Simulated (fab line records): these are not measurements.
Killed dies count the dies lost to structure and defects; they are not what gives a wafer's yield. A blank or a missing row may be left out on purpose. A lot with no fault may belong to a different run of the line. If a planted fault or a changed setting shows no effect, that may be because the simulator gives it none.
Matching of chambers / flow n5-finfet / pecvd-02 running N5_BEOL_M11_DEP_56: 3 sister chambers
The step deposits SiCN from 3MS/NH3, target thk 30 nm, time 10.5 s. 18 wafers are shown with their chamber, then 9 later ones without.

== EACH WAFER AND ITS CHAMBER ==
wafer=L075.3; chamber=1; throttle-valve-pct (%)=18.6; showerhead-plenum-p-Torr (Torr)=4.153
wafer=L075.4; chamber=0; throttle-valve-pct (%)=17.9; showerhead-plenum-p-Torr (Torr)=4.152
wafer=L075.6; chamber=1; throttle-valve-pct (%)=19.1; showerhead-plenum-p-Torr (Torr)=4.161
wafer=L076.3; chamber=1; throttle-valve-pct (%)=19.1; showerhead-plenum-p-Torr (Torr)=4.150
wafer=L076.4; chamber=2; throttle-valve-pct (%)=16.9; showerhead-plenum-p-Torr (Torr)=4.143
wafer=L076.6; chamber=2; throttle-valve-pct (%)=16.7; showerhead-plenum-p-Torr (Torr)=4.156
wafer=L078.1; chamber=1; throttle-valve-pct (%)=18.8; showerhead-plenum-p-Torr (Torr)=4.162
wafer=L078.3; chamber=2; throttle-valve-pct (%)=16.7; showerhead-plenum-p-Torr (Torr)=4.151
wafer=L078.6; chamber=0; throttle-valve-pct (%)=17.7; showerhead-plenum-p-Torr (Torr)=4.148
wafer=L079.1; chamber=2; throttle-valve-pct (%)=16.6; showerhead-plenum-p-Torr (Torr)=4.143
wafer=L079.3; chamber=1; throttle-valve-pct (%)=18.8; showerhead-plenum-p-Torr (Torr)=4.171
wafer=L079.5; chamber=0; throttle-valve-pct (%)=17.9; showerhead-plenum-p-Torr (Torr)=4.136
wafer=L084.3; chamber=0; throttle-valve-pct (%)=18.0; showerhead-plenum-p-Torr (Torr)=4.153
wafer=L084.4; chamber=1; throttle-valve-pct (%)=18.8; showerhead-plenum-p-Torr (Torr)=4.153
wafer=L084.6; chamber=2; throttle-valve-pct (%)=17.0; showerhead-plenum-p-Torr (Torr)=4.134
wafer=L087.3; chamber=0; throttle-valve-pct (%)=18.4; showerhead-plenum-p-Torr (Torr)=4.147
wafer=L087.4; chamber=0; throttle-valve-pct (%)=18.1; showerhead-plenum-p-Torr (Torr)=4.147
wafer=L087.5; chamber=2; throttle-valve-pct (%)=16.8; showerhead-plenum-p-Torr (Torr)=4.148

SIGNATURES (means of the wafers above)
reading=throttle-valve-pct; chamber 0=18.000; chamber 1=18.867; chamber 2=16.783; scatter within a chamber=0.197
reading=showerhead-plenum-p-Torr; chamber 0=4.14717; chamber 1=4.15833; chamber 2=4.14583; scatter within a chamber=0.00722
Rule: distance of a wafer from a chamber = root of the sum over the readings of ((wafer's reading minus chamber's mean) / reading's scatter) squared. The wafer belongs to the nearest chamber; if the next one is less than 2 further off, it can't be placed. The scatter is the square root of a quotient: the sum, over the shown wafers, of each reading's squared deviation from its chamber's mean, divided by wafers minus chambers.

== WAFERS MISSING THEIR CHAMBER ==
wafer=L090.2; throttle-valve-pct (%)=17.9; showerhead-plenum-p-Torr (Torr)=4.134
wafer=L090.5; throttle-valve-pct (%)=18.1; showerhead-plenum-p-Torr (Torr)=4.134
wafer=L090.6; throttle-valve-pct (%)=16.7; showerhead-plenum-p-Torr (Torr)=4.139
wafer=L092.1; throttle-valve-pct (%)=18.1; showerhead-plenum-p-Torr (Torr)=4.142
wafer=L092.3; throttle-valve-pct (%)=16.9; showerhead-plenum-p-Torr (Torr)=4.138
wafer=L092.4; throttle-valve-pct (%)=17.9; showerhead-plenum-p-Torr (Torr)=4.144
wafer=L095.2; throttle-valve-pct (%)=18.9; showerhead-plenum-p-Torr (Torr)=4.163
wafer=L095.3; throttle-valve-pct (%)=16.7; showerhead-plenum-p-Torr (Torr)=4.134
wafer=L095.5; throttle-valve-pct (%)=16.7; showerhead-plenum-p-Torr (Torr)=4.144

== WHICH CHAMBER EACH WENT THROUGH ==
wafer=L090.2; from the rows above=0; in truth=0
wafer=L090.5; from the rows above=0; in truth=0
wafer=L090.6; from the rows above=2; in truth=2
wafer=L092.1; from the rows above=0; in truth=0
wafer=L092.3; from the rows above=2; in truth=2
wafer=L092.4; from the rows above=0; in truth=0
wafer=L095.2; from the rows above=1; in truth=1
wafer=L095.3; from the rows above=2; in truth=2
wafer=L095.5; from the rows above=2; in truth=2
Correctly placed: 9 of 9. From these rows, 0 cannot be placed. Number placed wrongly: 0.
